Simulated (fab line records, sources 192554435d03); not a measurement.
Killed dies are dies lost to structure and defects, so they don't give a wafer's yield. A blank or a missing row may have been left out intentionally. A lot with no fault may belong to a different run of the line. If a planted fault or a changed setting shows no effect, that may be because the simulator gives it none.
Struck lot and sound lot, side by side / flow n5_finfet / 15 steps out of a route of 1938
Sound: the wafers L707.1, L707.4, L707.5. Struck: wafers L717.1, L717.5 (left out: L717.3, a lot-mate that was not struck); the cause follows at the end.
Order at every step that has rows: each side's tool, ch and its chambers, its first start. Under that, the readings that differ: sound wafers / struck wafers / difference of the means / sigmas: that difference in standard deviations of wafers without a fault.
alike: same words and numbers on both sides, and readings whose means sit less than 2 such deviations apart. not compared: any withheld reading, any reading some wafer has no value for, any bound like >300 that may hide the same value, and any number with overlapping values for which the record gives no deviation.
Wherever a step has rows on one side only, a row that says differs or no value, or a row with sigmas, the two part there. Non-overlapping numbers with no deviation appear without sigmas and do not part them. A reading that every wafer of one side lacks parts them only if that side has two wafers or more.

first, 1 step without rows for these wafers: N5_BEOL_M11_DEVELOP_27 (develop time 30 s).
N5_BEOL_M11_CD_MEAS_28: the cd target is 70 nm.
  sound on cd_sem-03 ch 0, day 11 16:07; struck on cd_sem-01 ch 0, day 14 20:46
reading=cd_nm (nm); sound=69.5 69.5 68.6; struck=72.5 72.2; difference=+3.1; sigmas=+3
N5_BEOL_M11_OVL_MEAS_29:
  sound on overlay-02 ch 0, day 11 16:09; struck on overlay-01 ch 0, day 14 20:47
  alike: V10_OVL
N5_BEOL_M11_INSPECT_30: inspects for defects (brightfield).
  sound on defect_inspect-01, day 11 16:10; struck on defect_inspect-01, day 14 20:49
  alike: raw_defect_count
N5_BEOL_M11_DESCUM_33: chemistry O2, time 7.9 s.
  sound on rie_diel-03 ch 1,3, day 11 16:13; struck on rie_diel-03 ch 0,2, day 14 20:51
  alike: drypump_motor_current_A, oes_product_au, rf_vpp_V, showerhead_plenum_p_Torr, throttle_valve_pct
  not compared: rf_hours_counter_h
N5_BEOL_M11_ETCH_65: etches SiARC in CF4, target depth 39 nm, time 65 s.
  sound on rie_diel-03 ch 1,3, day 11 16:14; struck on rie_diel-03 ch 0,2, day 14 20:53
  alike: cf4_flow_sccm, drypump_motor_current_A, etch_rf_on_time_s, oes_product_au, rf_vpp_V, showerhead_plenum_p_Torr, throttle_valve_pct
  not compared: rf_hours_counter_h
N5_BEOL_M11_ETCH_66: etches SOC in N2/H2, target depth 120 nm, overetch 24 nm, time 180 s.
  sound on rie_diel-03 ch 1,3, day 11 16:17; struck on rie_diel-03 ch 0,2, day 14 20:56
  alike: drypump_motor_current_A, oes_product_au, rf_vpp_V, showerhead_plenum_p_Torr, throttle_valve_pct
  not compared: rf_hours_counter_h
then, 1 step without rows for these wafers: N5_BEOL_M11_STRIP_69 (strips in N2/H2).
N5_BEOL_M11_VIA_ETCH_34: etches SiCOH lowk in C4F6/O2, target depth 184.5 nm, time 69.2 s.
  sound on rie_diel-03 ch 1,3, day 11 16:25; struck on rie_diel-03 ch 0,2, day 14 21:04
reading=throttle_valve_pct (%); sound=21.02 20.39 20.35; struck=21.19 20.98; difference=+0.50; sigmas=+2
  alike: drypump_motor_current_A, oes_o_777_au, oes_product_au, rf_vpp_V, showerhead_plenum_p_Torr
  not compared: rf_hours_counter_h
then, 1 step without rows for these wafers: N5_BEOL_M11_STRIP_73 (strips in C4F6/O2).
N5_BEOL_M11_STRIP_36: strips in N2/H2.
  sound on rie_diel-03 ch 1,3, day 11 16:29; struck on rie_diel-03 ch 0,2, day 14 21:07
  alike: drypump_motor_current_A, oes_product_au, rf_vpp_V, showerhead_plenum_p_Torr, throttle_valve_pct
  not compared: rf_hours_counter_h
then, 1 step without rows for these wafers: N5_BEOL_M11_TRENCH_ETCH_37 (etches SiCOH lowk in C4F6/O2, target depth 148.83 nm, time 48 s).
N5_BEOL_M11_ETCH_41: etches SiCN in CH3F/O2, target depth 42.6 nm, time 86 s.
  sound on rie_diel-03 ch 1,3, day 11 16:34; struck on rie_diel-03 ch 0,2, day 14 21:12
reading=oes_product_au (a.u.); sound=0.86 0.88 0.89; struck=0.99 1.30; difference=+0.27; sigmas=+3
reading=model.etch.depth_nm (nm); sound=32.93 34.15 34.36; struck=55.58 56.88; difference=+22.42; sigmas=
  alike: drypump_motor_current_A, rf_vpp_V, showerhead_plenum_p_Torr, throttle_valve_pct
  not compared: rf_hours_counter_h
then, 1 step without rows for these wafers: N5_BEOL_M11_STRIP_77 (strips in N2/H2, time 10 s).
N5_PASSIVATION_PROBE_49:
  sound on prober-01, day 13 14:48; struck on prober-01, day 16 17:57
  alike: defect_limited_yield, killed_at_M0_to_M3, killed_at_M4_up, killed_at_contacts, killed_at_front_end, killed_at_other, killed_dies, killed_open, killed_short, sort_bin_5_function, sort_bin_6_memory, sort_n_pass, sort_yield_pct

## WHERE THEY PART
Earliest at N5_BEOL_M11_CD_MEAS_28; latest, in this record, at N5_BEOL_M11_ETCH_41. Later steps at which nothing parts them and some readings are alike: N5_PASSIVATION_PROBE_49.

WHY: what had been put in by the simulator
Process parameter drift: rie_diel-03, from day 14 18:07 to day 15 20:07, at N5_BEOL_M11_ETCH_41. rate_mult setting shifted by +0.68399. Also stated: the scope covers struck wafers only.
